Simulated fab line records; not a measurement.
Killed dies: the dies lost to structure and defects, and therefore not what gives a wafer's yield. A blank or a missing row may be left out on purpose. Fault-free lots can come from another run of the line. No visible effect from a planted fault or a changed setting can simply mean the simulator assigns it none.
A struck lot beside a sound one | flow n5Finfet | 18 out of 1938 route steps
Sound: these wafers, L923.2, L923.4, L923.6. Struck: wafers L935.1, L935.3, L935.5. The cause is named last.
Order at every step that has rows: each side's tool, ch and its chambers, its first start. Under that, the readings that differ: sound wafers | struck wafers | difference of the means | sigmas: that difference in standard deviations of wafers without a fault.
alike: a reading whose means differ by less than 2 such deviations, as well as words and numbers matching on both sides. not compared: withheld readings; readings where some wafer has no value; bounds like >300 that might hide an equal value; numbers whose values overlap and for which the record gives no deviation.
Wherever a step has rows on one side only, a row that says differs or no value, or a row with sigmas, the two part there. When numbers do not overlap yet have no deviation, they are printed without sigmas and do not part them. Lack of a reading on every wafer of one side parts them only where that side has two or more wafers.

N5_BEOL_M10_ETCH_61: etches SiARC in CF4, target depth 39 nm, time 65 s.
  sound on rieDiel-01 ch 0,2,3, day 11 11:53; struck on rieDiel-03 ch 1,2,3, day 14 03:14
  alike: drypumpMotorCurrentA, etchRfOnTimeS, oesProductAu, rfFwdPowerW, rfVppV, showerheadPlenumPTorr, throttleValvePct
  not compared: rfHoursCounterH
N5_BEOL_M10_ETCH_62: etches SOC in N2/H2, target depth 110 nm, overetch 22 nm, time 165 s.
  sound on rieDiel-01 ch 0,2,3, day 11 11:56; struck on rieDiel-03 ch 1,2,3, day 14 03:17
  alike: drypumpMotorCurrentA, h2FlowSccm, oesProductAu, rfFwdPowerW, rfVppV, showerheadPlenumPTorr, throttleValvePct
  not compared: rfHoursCounterH
then, 1 step without rows for these wafers: N5_BEOL_M10_STRIP_68 (strips in N2/H2).
N5_BEOL_M10_STRIP_67: strips in CF4.
  sound on rieDiel-01 ch 0,2,3, day 11 12:05; struck on rieDiel-03 ch 1,2,3, day 14 03:26
  alike: drypumpMotorCurrentA, oesProductAu, rfVppV, showerheadPlenumPTorr, throttleValvePct
  not compared: rfHoursCounterH
N5_BEOL_M10_HM_OPEN_17: chemistry Cl2/BCl3, target TiN, target depth 20 nm, overetch 6 nm.
  sound on rieMetal-02 ch 1, day 11 12:08; struck on rieMetal-02 ch 0,1, day 14 03:29
  alike: drypumpMotorCurrentA, oesProductAu, rfFwdPowerW, throttleValvePct
  not compared: rfHoursCounterH
N5_BEOL_M10_STRIP_19: strips in O2.
  sound on rieDiel-05 ch 0,3, day 11 12:18; struck on rieDiel-01 ch 0,1,3, day 14 03:38
  alike: drypumpMotorCurrentA, oesProductAu, rfVppV, showerheadPlenumPTorr, throttleValvePct
  not compared: rfHoursCounterH
N5_BEOL_M10_CD_MEAS_18: pitch 140 nm, target cd 70 nm.
  sound on cdSem-03, day 11 12:22; struck on cdSem-03, day 14 03:43
  alike: cdNm
then, 5 steps without rows for these wafers: N5_BEOL_M10_COAT_63 (time 60 s, resist thk 100 nm); N5_BEOL_M10_COAT_64 (time 60 s, resist thk 30 nm); N5_BEOL_M10_COAT_22 (resist thk 90 nm); N5_BEOL_M10_EBR_24; N5_BEOL_M10_SOFTBAKE_23 (time 60 s).
N5_BEOL_M10_EXPOSE_25: exposes mask V9.
  sound on arfiScanner-02 ch 0, day 11 13:28; struck on arfiScanner-02 ch 0, day 14 04:23
reading           | sound             | struck            | difference | sigmas
exposureDoseMJCm2 | 85.57 85.73 85.52 | 80.15 80.00 79.95 | -5.57      | -60
  alike: mask, focusOffsetNm
then, 2 steps without rows for these wafers: N5_BEOL_M10_PEB_26 (peb time 60 s); N5_BEOL_M10_DEVELOP_27 (develop time 30 s).
N5_BEOL_M10_CD_MEAS_28 targets a cd of 70 nm.
  sound on cdSem-02 ch 0, day 11 13:35; struck on cdSem-03 ch 0, day 14 04:31
reading   | sound          | struck         | difference | sigmas
cdNm (nm) | 69.7 67.4 69.4 | 63.9 65.2 63.4 | -4.7       | -4
N5_BEOL_M10_OVL_MEAS_29:
  sound on overlay-02 ch 0, day 11 13:37; struck on overlay-01 ch 0, day 14 04:33
  alike: V9_OVL
-- here the record skips 2 days between the struck wafers' starts before and after, leaving off in module BEOL_M10 and picking up in module PASSIVATION (first step shown: number 1936 of the route) --
N5_PASSIVATION_PROBE_49:
  rows exist in the record for the struck wafers here (prober-02, day 16 14:52), but not for the sound ones

WHERE THEY PART
Earliest at N5_BEOL_M10_EXPOSE_25; latest, in this record, at N5_PASSIVATION_PROBE_49.

WHY: what the simulator had put in
Process parameter drift: arfiScanner-02, from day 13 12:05 on, at N5_BEOL_M10_EXPOSE_25. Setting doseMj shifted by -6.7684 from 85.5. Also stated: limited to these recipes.
